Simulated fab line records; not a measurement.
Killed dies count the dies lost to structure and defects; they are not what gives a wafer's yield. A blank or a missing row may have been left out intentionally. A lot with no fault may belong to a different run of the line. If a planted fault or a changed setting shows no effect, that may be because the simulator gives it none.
Matching of chambers ; flow n5_finfet ; pecvd-04 running N5_BEOL_M11_DEP_56: 3 sister chambers
The step deposits SiCN from 3MS/NH3, target thk 30 nm, time 10.5 s. 16 wafers are shown with their chamber, then 8 later ones without.

## EACH WAFER AND ITS CHAMBER
wafer;chamber;showerhead_plenum_p_Torr (Torr);throttle_valve_pct (%)
L075.2;0;4.202;18.8
L075.4;2;4.187;18.2
L075.6;1;4.118;20.0
L076.1;1;4.123;20.0
L076.2;2;4.187;18.2
L076.5;2;4.204;18.3
L077.1;2;4.192;18.1
L077.3;0;4.207;18.9
L077.5;1;4.121;20.4
L080.1;0;4.217;19.0
L080.3;2;4.191;18.2
L080.6;2;4.195;18.0
L087.3;1;4.123;19.9
L087.5;1;4.125;20.5
L087.6;0;4.208;19.0
L090.2;2;4.186;18.3

SIGNATURES, as means of the wafers listed above
reading;chamber 0;chamber 1;chamber 2;scatter within a chamber
showerhead_plenum_p_Torr;4.20850;4.12200;4.19171;0.00544
throttle_valve_pct;18.925;20.160;18.186;0.173
Rule: a wafer's distance from a chamber is the root of the sum, over the readings, of the square of ((its reading less the chamber's mean) divided by the reading's scatter). The wafer belongs to the nearest chamber; if the next one is less than 2 further off, it can't be placed. The scatter: the root of (the sum of the squares of (reading less its chamber's mean) over the shown wafers, divided by (wafers less chambers)).

## WAFERS WITH NO CHAMBER GIVEN
wafer;showerhead_plenum_p_Torr (Torr);throttle_valve_pct (%)
L090.3;4.120;20.1
L090.4;4.213;18.6
L095.2;4.124;20.0
L095.3;4.206;18.8
L095.5;4.114;20.0
L096.1;4.189;18.1
L096.3;4.219;18.7
L096.5;4.193;18.3

## CHAMBER TAKEN BY EACH
wafer;from the rows above;in truth
L090.3;1;1
L090.4;0;0
L095.2;1;1
L095.3;0;0
L095.5;1;1
L096.1;2;2
L096.3;0;0
L096.5;2;2
Correctly placed: 8 of 8. Not placeable from these rows: 0. Number placed wrongly: 0.
